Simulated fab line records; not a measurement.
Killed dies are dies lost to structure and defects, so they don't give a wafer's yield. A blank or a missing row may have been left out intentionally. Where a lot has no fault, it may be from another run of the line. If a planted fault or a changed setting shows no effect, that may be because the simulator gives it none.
fab line records	flow n5_finfet
record: lots: 10	wafers: 27	last_day: 17
route steps=1938 shown SDB@376 HKMG_FIN@405 BEOL_M4@1111 PASSIVATION@1936
lots that met no fault: from a run of the same line without faults
start_h: hours from the record's first day to the start of the lot's first wafer shown	wait_h: hours from the lot's prior step to this one	" unchanged from the row above	L1.1+2: a single row standing in for several wafers	- either no value or no given start	* or withheld: withheld	< > ~ a bound
route shown NAME@n: a module of which the file shows steps, and the number in the route of the first	usual: mean and standard deviation over wafers with no fault	same: alike in all rows	chamber/n: place in a boat	sites: readings site by site	_std_site: their standard deviation	_edge_site: the outer-site mean with the inner-site mean subtracted	radius_mm: how far each site lies from the wafer's centre	mask NAME#n: copy n	behind: the tool/chamber that last shaped the wafer	hold: the reason the lot was held/the length of the hold in hours/how it ended	device: transistor that didn't switch, given as n, p or np	end of line: tests of these same wafers at the route's end	a step with no rows: only its recipe	killed: not the wafer's yield, but the dies lost to structure and defects at the first sort	map: dies across one wafer; x = killed, . = not, _ = none there
set.NAME: the run value of the setting; set.NAME@STEP: its run value at that earlier step	model.NAME: the simulator's own value behind a step, which no gauge read
a sample of lots followed through the steps of the route, with each step as a table and each wafer as a row
services: a tool's chamber out of use, with start hour (start_h, from the record's first day; less than 0 if before it), hours out, and reason
== steps ==
step: N5_SDB_INSPECT_36
recipe: inspect_instrument: darkfield	mode: post_cmp
usual: raw_defect_count: 41/18
lot.wafer	tool	chamber	start_h	wait_h	raw_defect_count
L841.2	defect_inspect-01	-	91.02	0.0	43
L841.4	"	-	"	"	35
L841.6	"	-	"	"	46
L842.1	defect_inspect-02	-	99.92	0.0	39
L842.2	"	-	"	"	44
L842.4	"	-	"	"	40
L843.2	defect_inspect-02	-	105.18	0.0	58
L843.3	"	-	"	"	29
L843.6	"	-	"	"	39
L844.1	defect_inspect-02	-	111.55	0.0	34
L844.3	"	-	"	"	36
L844.6	"	-	"	"	48
L853.4	defect_inspect-02	-	167.56	0.0	66
L853.6	"	-	"	"	51
L854.1	defect_inspect-02	-	172.81	0.0	46
L854.2	"	-	"	"	92
L855.1	defect_inspect-02	-	179.51	0.0	127
L855.2	"	-	"	"	107
L858.2	defect_inspect-01	-	197.84	0.0	40
L858.3	"	-	"	"	37
L858.5	"	-	"	"	42
L859.1	defect_inspect-01	-	204.72	0.0	39
L859.2	"	-	"	"	25
L859.3	"	-	"	"	36
L860.3	defect_inspect-01	-	208.89	0.0	59
L860.4	"	-	"	"	52
L860.6	"	-	"	"	42
step: N5_HKMG_FIN_STRIP_57
recipe: chemistry: CF4	resist: SiARC	power_w: 300	bias_power_w: 75	pressure_mtorr: 50	cf4_flow_sccm: 150	rf_frequency_hz: 6e+07
usual: bias_power_w: 75.02/0.21	cf4_flow_sccm: 150.0/0.43	drypump_motor_current_A: 5.8/0.44	oes_product_au: 0.77/0.081	rf_fwd_power_W: 294.3/1.5	rf_vpp_V: 271.3/1.2	showerhead_plenum_p_Torr: 1.80/0.045	throttle_valve_pct: 13.7/0.3
lot.wafer	tool	chamber	start_h	wait_h	bias_power_w	cf4_flow_sccm	drypump_motor_current_A	oes_product_au	rf_fwd_power_W	rf_hours_counter_h	rf_vpp_V	showerhead_plenum_p_Torr	throttle_valve_pct
L841.2	rie_diel-01	2	93.30	0.0	75.15	150.3	6.5	0.70	291.4	222	271.0	1.84	13.7
L841.4	"	1	"	"	74.99	149.8	5.8	0.68	-	243	271.6	1.83	13.8
L841.6	"	3	"	"	75.11	150.5	5.6	0.83	294.5	-	271.4	1.82	13.8
L842.1	rie_diel-04	2	102.29	0.0	-	-	-	-	-	-	-	-	-
L842.2	"	3	"	"	-	-	-	-	-	-	-	-	-
L842.4	"	1	"	"	-	-	-	-	-	-	-	-	-
L843.2	rie_diel-04	3	107.14	0.0	-	-	-	-	-	-	-	-	-
L843.3	"	2	"	"	-	-	-	-	-	-	-	-	-
L843.6	"	3	"	"	-	-	-	-	-	-	-	-	-
L844.1	rie_diel-04	2	113.39	0.0	-	-	-	-	-	-	-	-	-
L844.3	"	1	"	"	-	-	-	-	-	-	-	-	-
L844.6	"	3	"	"	-	-	-	-	-	-	-	-	-
L853.4	rie_diel-04	0	169.63	0.0	75.16	149.4	5.9	0.91	294.2	15	271.3	1.82	13.0
L853.6	"	2	"	"	75.06	150.1	5.4	0.67	-	-	270.9	1.86	14.0
L854.1	rie_diel-02	0	174.59	0.0	74.90	150.6	5.8	0.74	292.8	161	270.3	1.77	13.7
L854.2	"	3	"	"	74.92	150.2	5.6	0.71	294.0	215	272.0	1.85	13.7
L855.1	rie_diel-04	0	181.51	0.0	75.23	149.9	5.8	0.90	292.7	20	271.1	1.82	13.0
L855.2	"	3	"	"	74.71	149.9	5.2	0.71	-	233	270.6	1.77	14.0
L858.2	rie_diel-02	2	199.88	0.0	74.90	150.8	6.0	0.78	-	106	271.1	1.82	13.4
L858.3	"	1	"	"	74.98	151.5	6.2	0.83	296.8	42	270.4	1.82	13.6
L858.5	"	1	"	"	75.06	150.4	6.3	0.83	297.0	-	271.3	1.82	13.6
L859.1	rie_diel-04	3	206.67	0.0	75.35	149.8	5.2	0.70	-	243	271.9	1.77	14.1
L859.2	"	0	"	"	74.92	150.4	5.9	0.88	292.6	29	271.8	1.82	13.0
L859.3	"	2	"	"	74.77	150.3	5.4	0.68	-	245	271.2	1.86	14.0
L860.3	rie_diel-04	0	210.83	0.0	75.26	150.2	5.8	0.89	292.5	30	270.3	1.82	13.0
L860.4	"	3	"	"	74.47	149.8	5.2	0.70	-	244	271.1	1.77	14.1
L860.6	"	3	"	"	75.01	149.5	5.2	0.69	296.1	-	270.5	1.77	14.1
step: N5_HKMG_FIN_STRIP_93
recipe: chemistry: N2/H2	material: SOC	time_s: 20	power_w: 500	temp_c: 40	pressure_mtorr: 50	rf_frequency_hz: 6e+07	bias_power_w: 8	h2_frac: 0.5	n2_flow_sccm: 300	h2_flow_sccm: 300
usual: bias_power_w: 8.003/0.024	chamber_pressure_mTorr: 49.99/0.044	drypump_motor_current_A: 5.8/0.44	n2_flow_sccm: 300.1/0.89	oes_product_au: 0.77/0.09	rf_fwd_power_W: 496.4/1.7	rf_vpp_V: 54.2/0.88	showerhead_plenum_p_Torr: 3.38/0.079	throttle_valve_pct: 19.1/0.41
lot.wafer	tool	chamber	start_h	wait_h	bias_power_w	chamber_pressure_mTorr	drypump_motor_current_A	n2_flow_sccm	oes_product_au	rf_fwd_power_W	rf_hours_counter_h	rf_vpp_V	showerhead_plenum_p_Torr	throttle_valve_pct
L841.2	rie_diel-01	2	93.75	0.2	8.002	49.96	6.5	299.7	0.70	494.3	223	55.5	3.44	18.7
L841.4	"	1	"	"	7.998	49.92	5.8	299.2	0.68	494.6	243	55.9	3.46	19.2
L841.6	"	3	"	"	8.000	49.95	5.6	299.9	0.83	498.4	-	53.3	3.41	19.7
L842.1	rie_diel-04	2	102.73	0.2	8.017	50.02	5.4	301.4	0.69	494.9	215	53.7	3.47	19.3
L842.2	"	3	"	"	7.980	49.98	5.3	301.5	0.71	495.4	210	54.2	3.34	19.7
L842.4	"	1	"	"	7.992	49.93	6.6	299.4	0.85	494.3	-	52.1	3.28	18.9
L843.2	rie_diel-04	3	107.59	0.2	7.972	49.99	5.2	298.3	0.72	497.6	212	55.1	3.33	19.7
L843.3	"	2	"	"	8.000	50.03	5.4	300.0	0.69	495.7	217	53.2	3.47	19.4
L843.6	"	3	"	"	8.010	49.98	5.2	299.5	0.71	498.7	-	55.0	3.33	19.7
L844.1	rie_diel-04	2	113.83	0.2	8.009	50.02	5.4	301.0	0.68	497.5	220	55.6	3.46	19.3
L844.3	"	1	"	"	7.986	50.01	6.6	298.7	0.85	496.7	47	55.9	3.28	18.9
L844.6	"	3	"	"	7.993	50.02	5.2	298.3	0.71	499.8	-	54.4	3.33	19.7
L853.4	rie_diel-04	0	170.07	0.2	8.028	50.02	5.9	300.6	0.94	496.7	16	54.3	3.44	18.5
L853.6	"	2	"	"	7.990	49.99	5.4	300.1	0.67	497.5	-	54.7	3.46	19.4
L854.1	rie_diel-02	0	175.03	0.2	8.012	50.02	5.9	299.6	0.74	495.9	162	53.7	3.37	19.4
L854.2	"	3	"	"	8.040	49.95	5.6	300.1	0.70	496.5	215	53.2	3.44	18.7
L855.1	rie_diel-04	0	181.96	0.2	7.989	50.00	5.9	299.2	0.94	494.2	20	54.5	3.43	18.5
L855.2	"	3	"	"	7.968	50.04	5.2	300.4	0.70	496.8	234	54.1	3.32	19.8
L858.2	rie_diel-02	2	200.33	0.2	7.992	49.97	6.0	300.2	0.78	496.3	106	55.9	3.38	18.9
L858.3	"	1	"	"	7.998	50.05	6.3	299.6	0.86	497.2	42	53.9	3.41	19.0
L858.5	"	1	"	"	7.986	49.96	6.3	300.6	0.86	496.9	-	54.3	3.41	19.0
L859.1	rie_diel-04	3	207.12	0.2	7.981	49.98	5.2	300.7	0.69	496.2	243	54.4	3.32	19.8
L859.2	"	0	"	"	7.984	50.01	5.9	299.6	0.91	496.6	29	53.6	3.43	18.5
L859.3	"	2	"	"	8.010	49.96	5.4	298.7	0.66	498.4	245	55.0	3.45	19.4
L860.3	rie_diel-04	0	211.27	0.2	7.994	50.00	5.9	300.7	0.90	495.4	30	55.2	3.43	18.5
L860.4	"	3	"	"	8.003	49.98	5.2	299.0	0.69	495.4	244	52.8	3.32	19.8
L860.6	"	3	"	"	7.967	50.06	5.2	300.2	0.68	495.8	-	53.6	3.32	19.8
step: N5_HKMG_FIN_CVD_62
recipe: material: a-Si	target_thk_a: 30	temp_c: 500	precursor: Si2H6	pressure_torr: 1	time_s: 20.8
usual: heater_power_w: 1473/170
lot.wafer	tool	chamber	start_h	wait_h	heater_power_w
L841.2	thermal_cvd_si-02	2	94.75	0.2	1641
L841.4	"	0	"	"	1348
L841.6	"	1	"	"	1721
L842.1	thermal_cvd_si-01	2	103.73	0.2	1468
L842.2	"	0	"	"	1183
L842.4	"	1	"	"	1514
L843.2	thermal_cvd_si-02	1	108.59	0.2	1684
L843.3	"	2	"	"	1581
L843.6	"	0	"	"	1340
L844.1	thermal_cvd_si-01	2	114.83	0.2	1482
L844.3	"	0	"	"	1169
L844.6	"	0	"	"	1136
L853.4	thermal_cvd_si-02	1	171.12	0.2	1698
L853.6	"	2	"	"	1648
L854.1	thermal_cvd_si-01	1	176.03	0.2	1508
L854.2	"	0	"	"	1190
L855.1	thermal_cvd_si-02	0	182.98	0.2	1333
L855.2	"	1	"	"	1655
L858.2	thermal_cvd_si-01	2	201.33	0.2	1467
L858.3	"	1	"	"	1532
L858.5	"	1	"	"	1498
L859.1	thermal_cvd_si-02	1	208.12	0.2	1698
L859.2	"	2	"	"	1625
L859.3	"	0	"	"	1331
L860.3	thermal_cvd_si-01	2	212.27	0.2	1511
L860.4	"	0	"	"	1203
L860.6	"	1	"	"	1501
step: N5_HKMG_FIN_INSPECT_14
recipe: mode: adi	inspect_instrument: macro
usual: raw_defect_count: 2.0/1.3
lot.wafer	tool	chamber	start_h	wait_h	raw_defect_count
L841.2	defect_inspect-02	-	96.41	0.0	3
L841.4	"	-	"	"	1
L841.6	"	-	"	"	2
L842.1	defect_inspect-02	-	105.27	0.0	18
L842.2	"	-	"	"	14
L842.4	"	-	"	"	22
L843.2	defect_inspect-02	-	110.27	0.0	19
L843.3	"	-	"	"	17
L843.6	"	-	"	"	19
L844.1	defect_inspect-02	-	116.74	0.0	20
L844.3	"	-	"	"	14
L844.6	"	-	"	"	14
L853.4	defect_inspect-02	-	172.56	0.0	2
L853.6	"	-	"	"	4
L854.1	defect_inspect-01	-	177.75	0.0	0
L854.2	"	-	"	"	2
L855.1	defect_inspect-02	-	184.46	0.0	1
L855.2	"	-	"	"	2
L858.2	defect_inspect-01	-	202.92	0.0	1
L858.3	"	-	"	"	4
L858.5	"	-	"	"	0
L859.1	defect_inspect-02	-	209.72	0.0	3
L859.2	"	-	"	"	1
L859.3	"	-	"	"	0
L860.3	defect_inspect-01	-	213.88	0.0	1
L860.4	"	-	"	"	1
L860.6	"	-	"	"	2
step: N5_BEOL_M4_RC_MEAS_101
usual: DIBL_N: 36.6/2.1	DIBL_P: 36.3/2.2	IOFF_N: 0.16/0.036	IOFF_P: 0.21/0.038	ION_N: 671/12	ION_P: 460/7.5	SS_N: 71.8/0.72	SS_P: 73.3/0.72	VT_N: 250/3.2	VT_P: -250/3.5
lot.wafer	tool	chamber	start_h	wait_h	DIBL_N[mV/V]	DIBL_P[mV/V]	IOFF_N[nA/um]	IOFF_P[nA/um]	ION_N[uA/um]	ION_P[uA/um]	SS_N[mV/dec]	SS_P[mV/dec]	VT_N[mV]	VT_P[mV]
L841.2	prober-01	0	185.55	0.2	39.1	39.6	0.20	0.25	683	458	72.3	74.0	249	-247
L841.4	"	0	"	"	34.7	33.7	0.13	0.17	654	451	71.3	72.3	252	-252
L841.6	"	0	"	"	33.8	33.0	0.11	0.15	656	454	70.9	72.3	252	-255
L853.4	prober-01	0	267.92	0.5	34.9	32.9	0.12	0.14	655	446	71.3	72.5	257	-259
L853.6	"	0	"	"	40.3	40.3	0.23	0.26	696	465	72.1	75.3	245	-249
L854.1	prober-02	0	272.36	0.0	32.8	32.3	0.12	0.17	668	464	70.8	73.3	254	-250
L854.2	"	0	"	"	33.8	34.7	0.15	0.21	684	470	71.4	73.4	248	-248
L855.1	prober-02	0	275.01	0.0	34.1	35.0	0.13	0.18	680	464	71.4	72.3	249	-251
L855.2	"	0	"	"	36.6	37.4	0.18	0.21	669	456	72.4	73.0	249	-252
L858.2	prober-01	0	290.95	0.2	37.2	35.3	0.16	0.24	658	456	72.2	73.5	251	-246
L858.3	"	0	"	"	33.6	32.8	0.12	0.21	666	468	70.6	72.2	255	-249
L858.5	"	0	"	"	34.7	33.9	0.14	0.21	667	469	70.3	72.7	247	-246
L859.1	prober-01	0	299.79	0.0	36.2	34.9	0.14	0.17	672	461	71.9	72.5	251	-255
L859.2	"	0	"	"	36.7	35.4	0.14	0.19	673	463	71.5	73.0	250	-253
L859.3	"	0	"	"	34.0	31.1	0.10	0.13	659	451	70.7	71.5	254	-258
L860.3	prober-02	0	300.27	0.3	35.4	34.1	0.15	0.20	671	462	70.7	73.4	250	-248
L860.4	"	0	"	"	36.7	37.2	0.17	0.27	686	478	71.8	73.5	247	-245
L860.6	"	0	"	"	36.5	36.3	0.16	0.23	678	467	71.5	74.0	249	-246
step: N5_PASSIVATION_PROBE_49
usual: killed_at_M0_to_M3: 33/9.1	killed_at_M4_up: 14/5.6	killed_at_contacts: 13/5.7	killed_at_front_end: 42/12	killed_at_other: 4/3	killed_dies: 105/16	killed_on_rim: 13/4	killed_open: 69/11	killed_short: 34/7.5
same: gross_dies: 1180	killed_at_back_side: 0
lot.wafer	tool	chamber	start_h	wait_h	killed_at_M0_to_M3	killed_at_M4_up	killed_at_contacts	killed_at_front_end	killed_at_other	killed_dies	killed_on_rim	killed_open	killed_short
L842.1	prober-01	-	296.94	0.0	31	14	31	1095	9	1180	152	75	43
L842.2	prober-01	-	296.99	0.1	34	18	13	1111	4	1180	152	66	34
L842.4	prober-01	-	297.09	0.2	53	12	8	1100	7	1180	152	69	42
L843.2	prober-01	-	300.77	0.5	38	8	9	1121	4	1180	152	75	48
L843.3	prober-01	-	300.82	0.5	37	12	15	1108	8	1180	152	76	47
L843.6	prober-01	-	300.97	0.7	32	16	14	1112	6	1180	152	82	39
L844.1	prober-01	-	311.01	0.2	37	11	11	1120	1	1180	152	64	25
L844.3	prober-01	-	311.11	0.3	26	8	11	1135	0	1180	152	51	34
L844.6	prober-01	-	311.26	0.4	32	10	8	1125	5	1180	152	80	43
L853.4	prober-02	-	362.59	0.2	27	8	11	56	2	104	15	64	40
L853.6	prober-02	-	362.69	0.3	49	16	18	40	5	128	22	90	38
L858.2	prober-02	-	390.10	0.1	29	18	7	46	2	102	19	66	36
L858.3	prober-02	-	390.15	0.1	41	6	10	31	1	89	12	51	37
L858.5	prober-02	-	390.25	0.2	37	11	9	48	5	110	10	65	44
killed by level:class
L842.1 HKMG_FIN:area_ald=1062 MOL_CONTACT_COAG:geometric_particle:open=27 BEOL_M0_SAQP:geometric_particle:short=13 BEOL_M4:geometric_particle:open=6 DUMMY_GATE:geometric_particle:open=5 BEOL_M2:geometric_particle:open=5 FIN_SAQP:geometric_particle:short=4 GATE_CUT:geometric_particle:open=4
L842.2 HKMG_FIN:area_ald=1080 BEOL_M4:geometric_particle:open=10 MOL_CONTACT_COAG:geometric_particle:open=9 BEOL_M3:geometric_particle:open=8 BEOL_M0_SAQP:geometric_particle:open=7 BEOL_M0_SAQP:geometric_particle:short=6 DUMMY_GATE:geometric_particle:open=5 MOL_CONTACT_COAG:geometric_particle:short=4
L842.4 HKMG_FIN:area_ald=1069 BEOL_M0_SAQP:geometric_particle:short=12 BEOL_M1:geometric_particle:open=10 BEOL_M2:geometric_particle:open=8 BEOL_M3:geometric_particle:open=8 FIN_SAQP:geometric_particle:short=7 MOL_CONTACT_COAG:geometric_particle:open=7 BEOL_M0_SAQP:geometric_particle:open=7
L843.2 HKMG_FIN:area_ald=1056 FIN_SAQP:geometric_particle:short=20 FIN_SAQP:geometric_particle:open=20 STI_FIN_REVEAL:geometric_particle:open=14 BEOL_M0_SAQP:geometric_particle:short=13 BEOL_M0_SAQP:geometric_particle:open=10 MOL_CONTACT_COAG:geometric_particle:open=6 BEOL_M0:geometric_particle:open=4
L843.3 HKMG_FIN:area_ald=1056 FIN_SAQP:geometric_particle:short=18 MOL_CONTACT_COAG:geometric_particle:open=13 FIN_SAQP:geometric_particle:open=10 BEOL_M0_SAQP:geometric_particle:open=10 DUMMY_GATE:geometric_particle:open=9 BEOL_M0_SAQP:geometric_particle:short=9 BEOL_M1:geometric_particle:open=8
L843.6 HKMG_FIN:area_ald=1058 FIN_SAQP:geometric_particle:short=15 FIN_SAQP:geometric_particle:open=13 MOL_CONTACT_COAG:geometric_particle:open=12 BEOL_M0_SAQP:geometric_particle:open=10 DUMMY_GATE:geometric_particle:open=8 BEOL_M0_SAQP:geometric_particle:short=7 BEOL_M2:geometric_particle:open=7
L844.1 HKMG_FIN:area_ald=1090 BEOL_M0_SAQP:geometric_particle:open=13 MOL_CONTACT_COAG:geometric_particle:open=9 STI_FIN_REVEAL:geometric_particle:open=8 BEOL_M0_SAQP:geometric_particle:short=8 FIN_SAQP:geometric_particle:open=5 DUMMY_GATE:geometric_particle:open=4 BEOL_M1:geometric_particle:open=4
L844.3 HKMG_FIN:area_ald=1095 FIN_SAQP:geometric_particle:short=9 BEOL_M0_SAQP:geometric_particle:open=8 STI_FIN_REVEAL:geometric_particle:open=6 MOL_CONTACT_COAG:geometric_particle:open=6 FIN_SAQP:geometric_particle:open=5 MOL_CONTACT_COAG:geometric_particle:short=5 BEOL_M1:geometric_particle:open=5
L844.6 HKMG_FIN:area_ald=1057 STI_FIN_REVEAL:geometric_particle:open=26 FIN_SAQP:geometric_particle:short=10 BEOL_M0_SAQP:geometric_particle:short=10 BEOL_M0_SAQP:geometric_particle:open=10 FIN_SAQP:geometric_particle:open=8 MOL_CONTACT_COAG:geometric_particle:open=6 STI_FIN_REVEAL:geometric_particle:short=5
L853.4 FIN_SAQP:geometric_particle:open=12 FIN_SAQP:geometric_particle:short=12 MOL_CONTACT_COAG:geometric_particle:open=9 DUMMY_GATE:geometric_particle:open=6 BEOL_M1:geometric_particle:open=6 STI_FIN_REVEAL:geometric_particle:open=5 BEOL_M0_SAQP:geometric_particle:open=4 STARTING-WAFER:geometric_particle:open=4
L853.6 BEOL_M2:geometric_particle:open=19 MOL_CONTACT_COAG:geometric_particle:open=14 BEOL_M4:geometric_particle:open=10 GATE_CUT:geometric_particle:short=8 BEOL_M0_SAQP:geometric_particle:open=8 BEOL_M3:geometric_particle:open=8 FIN_SAQP:geometric_particle:open=6 BEOL_M2:geometric_particle:short=6
L858.2 BEOL_M1:geometric_particle:open=13 GATE_CUT:geometric_particle:short=10 BEOL_M4:geometric_particle:open=8 BEOL_M2:geometric_particle:open=7 GATE_CUT:geometric_particle:open=6 MOL_CONTACT_COAG:geometric_particle:open=6 STI_FIN_REVEAL:geometric_particle:open=5 STI_FIN_REVEAL:geometric_particle:short=5
L858.3 BEOL_M0_SAQP:geometric_particle:short=10 BEOL_M0_SAQP:geometric_particle:open=9 BEOL_M1:geometric_particle:open=8 BEOL_M3:geometric_particle:open=6 FIN_SAQP:geometric_particle:short=5 MOL_CONTACT_COAG:geometric_particle:open=5 MOL_CONTACT_COAG:geometric_particle:short=4 FIN_SAQP:geometric_particle:open=3
L858.5 FIN_SAQP:geometric_particle:short=10 MOL_CONTACT_COAG:geometric_particle:open=9 BEOL_M0_SAQP:geometric_particle:short=8 BEOL_M3:geometric_particle:open=8 FIN_SAQP:geometric_particle:open=6 ILD0:geometric_particle:open=6 GATE_CUT:geometric_particle:open=5 BEOL_M0_SAQP:geometric_particle:open=5
== services ==
tool	chamber	start_h	hours	kind
rie_diel-01	-	72.88	0.5	repair
rie_diel-04	0	86.02	-	clean
rie_diel-04	0	86.02	-	consumable_replace:focus_ring
rie_diel-04	0	86.02	22.5	scheduled_down
rie_diel-04	0	86.02	22.5	vent_cycle
rie_diel-01	1	118.84	-	clean
rie_diel-01	1	118.84	-	consumable_replace:focus_ring
rie_diel-01	1	118.84	22.1	scheduled_down
rie_diel-01	1	118.84	22.1	vent_cycle
rie_diel-04	3	133.21	1.2	repair
rie_diel-01	2	154.11	-	clean
rie_diel-01	2	154.11	-	consumable_replace:focus_ring
== key ==
first_sign: step: N5_HKMG_FIN_STRIP_57	reading: tool_record	direction: missing
effect: step: N5_HKMG_FIN_INSPECT_14	reading: raw_defect_count	direction: up	sigmas: 12	usual: 2.0	struck: 17.4
effect: step: N5_PASSIVATION_PROBE_49	reading: killed_at_front_end	direction: up	sigmas: 88	usual: 42	struck: 1114
more_kills_born_at: N5_HKMG_FIN_ALD_79@ald_metal-01: 6412	N5_HKMG_FIN_ALD_79@ald_metal-04: 3211
met_at N5_HKMG_FIN_STRIP_57
struck_lots L842,L843,L844
later_rows_left_out L842.1,L842.2,L842.4,L843.2,L843.3,L843.6,L844.1,L844.3,L844.6
tester_left_out L842,L843,L844
not_acting_at N5_SDB_INSPECT_36,N5_HKMG_FIN_STRIP_93,N5_HKMG_FIN_CVD_62
fault: kind: skipped_step_whole	tool: rie_diel-04	chamber: -	onset_h: 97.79	steps: N5_HKMG_FIN_STRIP_57	scope: struck_lots_only
tester_left_out: of these lots the tester's yield and bins aren't shown, on N5 and GAA mostly nor the transistor test; their killed dies are dies lost to structure and defects alone, not to doping, threshold or leakage, so they don't give the yield
later_rows_left_out: the simulator's readings of these wafers behind a module that went badly wrong aren't trusted and aren't shown, but for the sort
